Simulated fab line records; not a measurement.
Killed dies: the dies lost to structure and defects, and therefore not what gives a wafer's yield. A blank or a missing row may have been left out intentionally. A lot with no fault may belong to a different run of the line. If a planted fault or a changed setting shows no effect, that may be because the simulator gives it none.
The tool behind it: which one? + flow nandHarc + 19 lots with 57 wafers sampled at 6 steps, on a route of 1159 steps

== WHAT THE GAUGES SHOWED, per wafer ==
The record lacks any reading of a measuring or inspecting step that a usual standard deviation could be used to judge.

== WHAT TOOL EACH LOT RAN ON (gives the tool, then ch and the chambers of the sampled wafers, and finally the start) ==
| lot  | NHARC_A_STAIRCASE_TRIM_191                   | NHARC_A_STAIRCASE_TRIM_193                   | NHARC_A_STAIRCASE_ETCH_225                   | NHARC_A_STAIRCASE_DEP_301       | NHARC_A_STAIRCASE_ETCH_453    | NHARC_A_STAIRCASE_STRIP_316   |
|------|----------------------------------------------|----------------------------------------------|----------------------------------------------|---------------------------------|-------------------------------|-------------------------------|
| L075 | rieDiel-07 ch 0,1,2, day 12 01:04 or earlier | rieDiel-07 ch 0,1, day 12 01:04 or earlier   | rieDiel-07 ch 1,2, day 12 01:04 or earlier   | pecvd-03 ch 0,1,2, day 12 01:04 | rieDiel-11 ch 0,1, no start   | rieDiel-11 ch 0,1,3, no start |
| L076 | rieDiel-03 ch 0,2,3, day 12 03:08 or earlier | rieDiel-03 ch 0,1,2, day 12 03:08 or earlier | rieDiel-11 ch 1,2,3, day 12 03:08 or earlier | pecvd-01 ch 0,1,2, day 12 03:08 | rieDiel-07 ch 0,1,2, no start | rieDiel-07 ch 0,1,2, no start |
| L077 | rieDiel-03 ch 0,2, day 12 06:34 or earlier   | rieDiel-03 ch 0,1, day 12 06:34 or earlier   | rieDiel-03 ch 1,2, day 12 06:34 or earlier   | pecvd-01 ch 1,2, day 12 06:34   | rieDiel-07 ch 2,3, no start   | rieDiel-07 ch 1,2,3, no start |
| L080 | rieDiel-03 ch 0,1,3, day 12 23:59 or earlier | rieDiel-03 ch 1,2,3, day 12 23:59 or earlier | rieDiel-07 ch 0,1,2, day 12 23:59 or earlier | pecvd-01 ch 0,1,2, day 12 23:59 | rieDiel-11 ch 0,1,3, no start | rieDiel-11 ch 0,1,2, no start |
| L078 | rieDiel-11 ch 0,2, day 13 00:14 or earlier   | rieDiel-11 ch 0,2,3, day 13 00:14 or earlier | rieDiel-07 ch 0,2,3, day 13 00:14 or earlier | pecvd-01 ch 0,1,2, day 13 00:14 | rieDiel-07 ch 1,2, no start   | rieDiel-07 ch 0,2, no start   |
| L081 | rieDiel-03 ch 1,2,3, day 13 02:13 or earlier | rieDiel-03 ch 1,2, day 13 02:13 or earlier   | rieDiel-07 ch 0,1,3, day 13 02:13 or earlier | pecvd-03 ch 1,2, day 13 02:13   | rieDiel-11 ch 0,1,2, no start | rieDiel-11 ch 0,2,3, no start |
| L082 | rieDiel-07 ch 1,2,3, day 13 18:23 or earlier | rieDiel-07 ch 1,2,3, day 13 18:23 or earlier | rieDiel-03 ch 1,3, day 13 18:23 or earlier   | pecvd-03 ch 0,2, day 13 18:23   | rieDiel-07 ch 0,1, no start   | rieDiel-07 ch 0,3, no start   |
| L083 | rieDiel-03 ch 0,3, day 13 22:24 or earlier   | rieDiel-03 ch 0,3, day 13 22:24 or earlier   | rieDiel-07 ch 0,1,3, day 13 22:24 or earlier | pecvd-03 ch 0,1,2, day 13 22:24 | rieDiel-11 ch 1,2,3, no start | rieDiel-11 ch 0,3, no start   |
| L084 | rieDiel-07 ch 0,2,3, day 14 13:37 or earlier | rieDiel-07 ch 1,2, day 14 13:37 or earlier   | rieDiel-11 ch 0,3, day 14 13:37 or earlier   | pecvd-01 ch 0,1,2, day 14 13:37 | rieDiel-07 ch 0,1,2, no start | rieDiel-07 ch 0,1,2, no start |
| L086 | rieDiel-11 ch 0,2,3, day 14 21:11 or earlier | rieDiel-11 ch 0,1,3, day 14 21:11 or earlier | rieDiel-07 ch 0,1,2, day 14 21:11 or earlier | pecvd-01 ch 0,1,2, day 14 21:11 | rieDiel-07 ch 0,1,3, no start | rieDiel-07 ch 0,1,3, no start |
| L087 | rieDiel-07 ch 0,3, day 14 20:28 or earlier   | rieDiel-07 ch 2,3, day 14 20:28 or earlier   | rieDiel-03 ch 0,1,3, day 14 20:28 or earlier | pecvd-03 ch 0,1, day 14 20:28   | rieDiel-07 ch 0,1,2, no start | rieDiel-07 ch 1,2,3, no start |
| L089 | rieDiel-11 ch 0,1,3, day 15 22:02 or earlier | rieDiel-11 ch 1,2,3, day 15 22:02 or earlier | rieDiel-11 ch 1,2,3, day 15 22:02 or earlier | pecvd-03 ch 0,1,2, day 15 22:02 | rieDiel-07 ch 0,1,3, no start | rieDiel-07 ch 2,3, no start   |
| L091 | rieDiel-07 ch 0,2,3, day 16 01:39 or earlier | rieDiel-07 ch 0,1,3, day 16 01:39 or earlier | rieDiel-03 ch 0,1,3, day 16 01:39 or earlier | pecvd-03 ch 0,1,2, day 16 01:39 | rieDiel-03 ch 0,1,3, no start | rieDiel-03 ch 0,1,3, no start |
| L093 | rieDiel-03 ch 0,1,2, day 16 02:04 or earlier | rieDiel-03 ch 0,1,2, day 16 02:04 or earlier | rieDiel-07 ch 1,2,3, day 16 02:04 or earlier | pecvd-03 ch 0,1, day 16 02:04   | rieDiel-07 ch 0,1,3, no start | rieDiel-07 ch 0,1,2, no start |
| L092 | rieDiel-11 ch 0,1,3, day 16 05:05 or earlier | rieDiel-11 ch 0,1,2, day 16 05:05 or earlier | rieDiel-03 ch 0,3, day 16 05:05 or earlier   | pecvd-03 ch 0,1, day 16 05:05   | rieDiel-07 ch 0,1,2, no start | rieDiel-07 ch 0,1,2, no start |
| L094 | rieDiel-07 ch 0,1,2, day 16 18:03 or earlier | rieDiel-07 ch 0,1,2, day 16 18:03 or earlier | rieDiel-11 ch 0,1,3, day 16 18:03 or earlier | pecvd-03 ch 0,1,2, day 16 18:03 | rieDiel-07 ch 0,1,3, no start | rieDiel-07 ch 0,1,3, no start |
| L095 | rieDiel-03 ch 2,3, day 17 13:11 or earlier   | rieDiel-03 ch 1,2, day 17 13:11 or earlier   | rieDiel-03 ch 0,1,2, day 17 13:11 or earlier | pecvd-01 ch 0,2, day 17 13:11   | rieDiel-11 ch 0,1, no start   | rieDiel-11 ch 0,1, no start   |
| L096 | rieDiel-03 ch 0,1,3, day 17 11:40 or earlier | rieDiel-03 ch 0,1,3, day 17 11:40 or earlier | rieDiel-07 ch 0,1,2, day 17 11:40 or earlier | pecvd-04 ch 0,1, day 17 11:40   | rieDiel-07 ch 0,1,3, no start | rieDiel-07 ch 0,1,3, no start |
| L097 | rieDiel-07 ch 0,2,3, day 17 15:25 or earlier | rieDiel-07 ch 0,1,2, day 17 15:25 or earlier | rieDiel-03 ch 0,2,3, day 17 15:25 or earlier | pecvd-03 ch 0,1,2, day 17 15:25 | rieDiel-03 ch 0,1,2, no start | rieDiel-03 ch 0,2,3, no start |
- NHARC_A_STAIRCASE_TRIM_191: chemistry O2, time 211.2 s.
- NHARC_A_STAIRCASE_TRIM_193: chemistry O2, time 211.2 s.
- NHARC_A_STAIRCASE_ETCH_225: etches the open film in C4F8/O2, target depth 100 nm, time 40.5 s.
- NHARC_A_STAIRCASE_DEP_301: deposits SiON, target thk 30 nm.
- NHARC_A_STAIRCASE_ETCH_453: etches the open film in CF4/O2, target depth 30 nm, overetch 3 nm, time 16.5 s.
- NHARC_A_STAIRCASE_STRIP_316: strips in O2.

== AS READ BY THE TOOLS THEMSELVES (means over the sampled wafers that have a number; for cases with no such wafer, the mark the record gives instead) ==
NHARC_A_STAIRCASE_TRIM_191.
| lot  | tool       | chamberPressureMTorr (mTorr) | drypumpMotorCurrentA (A) | o2FlowSccm (sccm) | oesProductAu (a.u.) | rfVppV (V) | showerheadPlenumPTorr (Torr) | throttleValvePct (%) |
|------|------------|------------------------------|--------------------------|-------------------|---------------------|------------|------------------------------|----------------------|
| L075 | rieDiel-07 | 60.04                        | 6.1                      | 500.7             | 1.014               | 57.6       | 3.53                         | 17.040               |
| L076 | rieDiel-03 | 60.01                        | 6.0                      | 499.2             | 1.003               | 58.1       | 3.63                         | 17.039               |
| L077 | rieDiel-03 | 59.96                        | 5.6                      | 500.2             | 1.009               | 58.4       | 3.70                         | 17.041               |
| L080 | rieDiel-03 | 60.00                        | 5.8                      | 499.9             | 0.996               | 57.8       | 3.60                         | 17.030               |
| L078 | rieDiel-11 | 60.01                        | 5.8                      | 500.1             | 0.998               | 57.3       | 3.38                         | 17.036               |
| L081 | rieDiel-03 | 59.96                        | 5.8                      | 500.7             | 1.004               | 57.2       | 3.61                         | 17.038               |
| L082 | rieDiel-07 | 60.06                        | 5.9                      | 501.8             | 1.004               | 57.0       | 3.50                         | 17.035               |
| L083 | rieDiel-03 | 59.98                        | 6.4                      | 498.7             | 1.014               | 57.5       | 3.55                         | 17.038               |
| L084 | rieDiel-07 | 60.01                        | 5.5                      | 501.0             | 0.992               | 57.0       | 3.53                         | 17.039               |
| L086 | rieDiel-11 | 60.01                        | 5.7                      | 499.0             | 0.998               | 58.0       | 3.40                         | 17.037               |
| L087 | rieDiel-07 | 59.96                        | 5.2                      | 500.1             | 0.996               | 57.9       | 3.58                         | 17.043               |
| L089 | rieDiel-11 | 60.01                        | 6.0                      | 499.3             | 0.994               | 58.0       | 3.49                         | 17.041               |
| L091 | rieDiel-07 | 59.97                        | 5.5                      | 499.1             | 1.006               | 57.2       | 3.53                         | 17.032               |
| L093 | rieDiel-03 | 60.03                        | 5.4                      | 501.0             | 1.004               | 57.4       | 3.66                         | 17.026               |
| L092 | rieDiel-11 | 59.97                        | 6.0                      | 500.2             | 0.996               | 57.7       | 3.49                         | 17.041               |
| L094 | rieDiel-07 | 60.01                        | 6.1                      | 499.5             | 1.010               | 57.1       | 3.51                         | 17.048               |
| L095 | rieDiel-03 | 59.97                        | 6.0                      | 502.1             | 0.999               | 58.3       | 3.62                         | 17.037               |
| L096 | rieDiel-03 | 59.98                        | 5.8                      | 500.4             | 1.010               | 58.6       | 3.58                         | 17.032               |
| L097 | rieDiel-07 | 60.00                        | 5.5                      | 498.4             | 0.999               | 57.2       | 3.52                         | 17.036               |

NHARC_A_STAIRCASE_TRIM_193.
| lot  | tool       | chamberPressureMTorr (mTorr) | drypumpMotorCurrentA (A) | o2FlowSccm (sccm) | oesProductAu (a.u.) | rfVppV (V) | showerheadPlenumPTorr (Torr) | throttleValvePct (%) |
|------|------------|------------------------------|--------------------------|-------------------|---------------------|------------|------------------------------|----------------------|
| L075 | rieDiel-07 | 59.99                        | 6.2                      | 499.5             | 1.015               | 57.7       | 3.55                         | 17.034               |
| L076 | rieDiel-03 | 60.00                        | 5.4                      | 499.9             | 0.996               | 57.2       | 3.67                         | 17.041               |
| L077 | rieDiel-03 | 60.01                        | 5.1                      | 500.2             | 1.005               | 57.6       | 3.65                         | 17.030               |
| L080 | rieDiel-03 | 59.97                        | 5.8                      | 500.8             | 0.996               | 57.8       | 3.61                         | 17.046               |
| L078 | rieDiel-11 | 60.00                        | 5.7                      | 500.0             | 0.986               | 58.1       | 3.41                         | 17.036               |
| L081 | rieDiel-03 | 59.98                        | 5.4                      | 500.5             | 1.000               | 58.8       | 3.68                         | 17.027               |
| L082 | rieDiel-07 | 60.03                        | 6.0                      | 500.6             | 0.998               | 56.8       | 3.50                         | 17.048               |
| L083 | rieDiel-03 | 60.01                        | 6.4                      | 500.8             | 1.007               | 57.7       | 3.55                         | 17.034               |
| L084 | rieDiel-07 | 60.03                        | 6.5                      | 499.5             | 1.004               | 57.8       | 3.48                         | 17.034               |
| L086 | rieDiel-11 | 60.00                        | 6.0                      | 500.1             | 0.991               | 58.8       | 3.49                         | 17.041               |
| L087 | rieDiel-07 | 59.98                        | 5.8                      | 500.0             | 0.995               | 56.3       | 3.48                         | 17.043               |
| L089 | rieDiel-11 | 60.00                        | 5.8                      | 501.4             | 0.997               | 58.2       | 3.44                         | 17.034               |
| L091 | rieDiel-07 | 60.03                        | 5.7                      | 500.4             | 1.006               | 58.0       | 3.55                         | 17.029               |
| L093 | rieDiel-03 | 59.98                        | 5.4                      | 501.0             | 1.009               | 57.6       | 3.66                         | 17.031               |
| L092 | rieDiel-11 | 60.00                        | 6.0                      | 498.4             | 0.998               | 57.4       | 3.46                         | 17.032               |
| L094 | rieDiel-07 | 59.94                        | 6.0                      | 499.4             | 1.007               | 57.4       | 3.51                         | 17.037               |
| L095 | rieDiel-03 | 59.96                        | 5.1                      | 500.4             | 0.995               | 57.1       | 3.64                         | 17.036               |
| L096 | rieDiel-03 | 60.00                        | 5.8                      | 500.7             | 1.012               | 57.9       | 3.58                         | 17.037               |
| L097 | rieDiel-07 | 60.00                        | 6.1                      | 500.7             | 1.010               | 58.2       | 3.50                         | 17.036               |

NHARC_A_STAIRCASE_ETCH_225.
| lot  | tool       | chamberPressureMTorr (mTorr) | oesProductAu (a.u.) | rfVppV (V) |
|------|------------|------------------------------|---------------------|------------|
| L075 | rieDiel-07 | 24.986                       | 0.957               | 895        |
| L076 | rieDiel-11 | 24.976                       | 0.945               | 894        |
| L077 | rieDiel-03 | 24.991                       | 0.934               | 902        |
| L080 | rieDiel-07 | 24.979                       | 0.932               | 895        |
| L078 | rieDiel-07 | 25.006                       | 0.942               | 896        |
| L081 | rieDiel-07 | 25.010                       | 0.955               | 897        |
| L082 | rieDiel-03 | 25.001                       | 0.930               | 898        |
| L083 | rieDiel-07 | 25.015                       | 0.949               | 897        |
| L084 | rieDiel-11 | 24.986                       | 0.923               | 892        |
| L086 | rieDiel-07 | 24.983                       | 0.951               | 896        |
| L087 | rieDiel-03 | 25.008                       | 0.954               | 898        |
| L089 | rieDiel-11 | 24.989                       | 0.934               | 892        |
| L091 | rieDiel-03 | 25.004                       | 0.955               | 899        |
| L093 | rieDiel-07 | 25.005                       | 0.944               | 895        |
| L092 | rieDiel-03 | 25.008                       | 0.943               | 899        |
| L094 | rieDiel-11 | 25.000                       | 0.932               | 894        |
| L095 | rieDiel-03 | 25.013                       | 0.931               | 900        |
| L096 | rieDiel-07 | 24.997                       | 0.952               | 896        |
| L097 | rieDiel-03 | 25.021                       | 0.943               | 898        |

NHARC_A_STAIRCASE_DEP_301.
| lot  | tool     | chamberPressureTorr (Torr) | heaterPowerW (W) |
|------|----------|----------------------------|------------------|
| L075 | pecvd-03 | 3.496                      | 757              |
| L076 | pecvd-01 | 3.495                      | 802              |
| L077 | pecvd-01 | 3.502                      | 745              |
| L080 | pecvd-01 | 3.502                      | 816              |
| L078 | pecvd-01 | 3.499                      | 767              |
| L081 | pecvd-03 | 3.495                      | 743              |
| L082 | pecvd-03 | 3.498                      | 682              |
| L083 | pecvd-03 | 3.508                      | 730              |
| L084 | pecvd-01 | 3.504                      | 790              |
| L086 | pecvd-01 | 3.496                      | 828              |
| L087 | pecvd-03 | 3.503                      | 775              |
| L089 | pecvd-03 | 3.494                      | 775              |
| L091 | pecvd-03 | 3.502                      | 721              |
| L093 | pecvd-03 | 3.500                      | 813              |
| L092 | pecvd-03 | 3.493                      | 869              |
| L094 | pecvd-03 | 3.498                      | 799              |
| L095 | pecvd-01 | 3.503                      | 744              |
| L096 | pecvd-04 | 3.497                      | 619              |
| L097 | pecvd-03 | 3.500                      | 748              |

NHARC_A_STAIRCASE_ETCH_453.
| lot  | tool       | chamberPressureMTorr (mTorr) | drypumpMotorCurrentA (A) | o2FlowSccm (sccm) | oesProductAu (a.u.) | rfVppV (V) | showerheadPlenumPTorr (Torr) | throttleValvePct (%) |
|------|------------|------------------------------|--------------------------|-------------------|---------------------|------------|------------------------------|----------------------|
| L075 | rieDiel-11 | 30.02                        | 6.2                      | 20.04             | 0.984               | 197.7      | 1.33                         | 13.392               |
| L076 | rieDiel-07 | 29.98                        | 6.0                      | 19.96             | 1.011               | 198.4      | 1.34                         | 13.405               |
| L077 | rieDiel-07 | 29.98                        | 5.8                      | 19.94             | 0.996               | 198.3      | 1.32                         | 13.403               |
| L080 | rieDiel-11 | 30.02                        | 6.0                      | 20.04             | 0.998               | 197.5      | 1.32                         | 13.399               |
| L078 | rieDiel-07 | 30.00                        | 6.5                      | 20.01             | 1.007               | 198.1      | 1.32                         | 13.394               |
| L081 | rieDiel-11 | 29.98                        | 6.0                      | 19.93             | 0.998               | 197.2      | 1.31                         | 13.395               |
| L082 | rieDiel-07 | 30.02                        | 6.2                      | 20.00             | 1.012               | 198.5      | 1.34                         | 13.397               |
| L083 | rieDiel-11 | 30.01                        | 5.8                      | 19.97             | 0.997               | 197.2      | 1.30                         | 13.398               |
| L084 | rieDiel-07 | 29.98                        | 6.0                      | 19.95             | 1.008               | 198.6      | 1.33                         | 13.406               |
| L086 | rieDiel-07 | 29.99                        | 5.7                      | 19.99             | 1.005               | 198.9      | 1.34                         | 13.401               |
| L087 | rieDiel-07 | 30.01                        | 6.0                      | 20.03             | 1.012               | 196.9      | 1.33                         | 13.383               |
| L089 | rieDiel-07 | 30.03                        | 5.7                      | 20.04             | 1.003               | 197.2      | 1.34                         | 13.397               |
| L091 | rieDiel-03 | 30.02                        | 5.8                      | 20.02             | 1.015               | 197.8      | 1.36                         | 13.398               |
| L093 | rieDiel-07 | 30.02                        | 5.7                      | 20.03             | 1.002               | 197.4      | 1.34                         | 13.389               |
| L092 | rieDiel-07 | 30.01                        | 6.0                      | 20.01             | 1.015               | 197.4      | 1.33                         | 13.401               |
| L094 | rieDiel-07 | 29.98                        | 5.7                      | 20.03             | 1.003               | 197.9      | 1.34                         | 13.395               |
| L095 | rieDiel-11 | 29.99                        | 6.3                      | 20.05             | 0.994               | 198.1      | 1.34                         | 13.403               |
| L096 | rieDiel-07 | 30.00                        | 5.7                      | 20.04             | 1.003               | 197.8      | 1.34                         | 13.397               |
| L097 | rieDiel-03 | 30.03                        | 5.4                      | 20.00             | 1.002               | 199.1      | 1.38                         | 13.394               |

NHARC_A_STAIRCASE_STRIP_316.
| lot  | tool       | chamberPressureMTorr (mTorr) | drypumpMotorCurrentA (A) | o2FlowSccm (sccm) | oesProductAu (a.u.) | rfVppV (V) | showerheadPlenumPTorr (Torr) | throttleValvePct (%) |
|------|------------|------------------------------|--------------------------|-------------------|---------------------|------------|------------------------------|----------------------|
| L075 | rieDiel-11 | 59.99                        | 6.0                      | 501.0             | 0.998               | 58.8       | 3.50                         | 17.038               |
| L076 | rieDiel-07 | 59.97                        | 6.0                      | 499.7             | 1.003               | 57.8       | 3.53                         | 17.045               |
| L077 | rieDiel-07 | 60.03                        | 6.0                      | 500.4             | 0.999               | 58.5       | 3.51                         | 17.039               |
| L080 | rieDiel-11 | 60.01                        | 6.0                      | 499.2             | 0.991               | 58.4       | 3.47                         | 17.040               |
| L078 | rieDiel-07 | 60.00                        | 5.6                      | 501.1             | 1.016               | 58.3       | 3.56                         | 17.020               |
| L081 | rieDiel-11 | 59.99                        | 5.7                      | 500.7             | 0.998               | 58.2       | 3.40                         | 17.037               |
| L082 | rieDiel-07 | 59.98                        | 5.2                      | 498.8             | 1.001               | 57.8       | 3.59                         | 17.031               |
| L083 | rieDiel-11 | 60.01                        | 5.9                      | 499.6             | 0.976               | 58.3       | 3.44                         | 17.036               |
| L084 | rieDiel-07 | 60.00                        | 6.1                      | 500.4             | 1.009               | 57.1       | 3.51                         | 17.046               |
| L086 | rieDiel-07 | 60.04                        | 5.7                      | 500.2             | 1.003               | 58.1       | 3.55                         | 17.045               |
| L087 | rieDiel-07 | 59.98                        | 6.0                      | 501.4             | 1.007               | 57.3       | 3.49                         | 17.033               |
| L089 | rieDiel-07 | 59.98                        | 5.5                      | 500.0             | 0.995               | 57.9       | 3.50                         | 17.041               |
| L091 | rieDiel-03 | 59.98                        | 5.7                      | 500.1             | 1.015               | 58.1       | 3.58                         | 17.032               |
| L093 | rieDiel-07 | 60.01                        | 6.1                      | 499.4             | 1.015               | 58.2       | 3.51                         | 17.037               |
| L092 | rieDiel-07 | 59.99                        | 6.1                      | 501.0             | 1.010               | 57.2       | 3.51                         | 17.032               |
| L094 | rieDiel-07 | 59.98                        | 5.7                      | 500.1             | 1.008               | 57.0       | 3.54                         | 17.044               |
| L095 | rieDiel-11 | 60.00                        | 6.3                      | 499.6             | 0.990               | 57.3       | 3.50                         | 17.031               |
| L096 | rieDiel-07 | 60.02                        | 5.7                      | 498.9             | 1.013               | 57.8       | 3.53                         | 17.035               |
| L097 | rieDiel-03 | 59.99                        | 6.0                      | 500.6             | 1.005               | 57.7       | 3.60                         | 17.044               |

== THE ANSWER, worked out from the rows above alone ==
Rule: the usual values come from the lots themselves. The widest of any qualifying gaps counts: lots, ordered by their means at a reading, are off when they make up no more than a third of the lots, leave a main group of 4 or more, and stand apart from it by 3 or more times the standard deviation of that group's means. Not used: any main group whose means are identical at the precision the tables above print for the reading. Also off: a lot with no number at a reading for which 4 or more lots have one. Where the step has rows for the other lots, those lots are counted as sound. First the gauges in route order, then the tools' own readings, where a lot's mean is used as printed above. The first step at which some lot is off is used, and at that step the reading that is off furthest; a lot without a number counts as furthest.
Across all readings shown, no lot is off: no conclusion can be drawn from this.

== WHAT THE SIMULATOR HAD INSERTED ==
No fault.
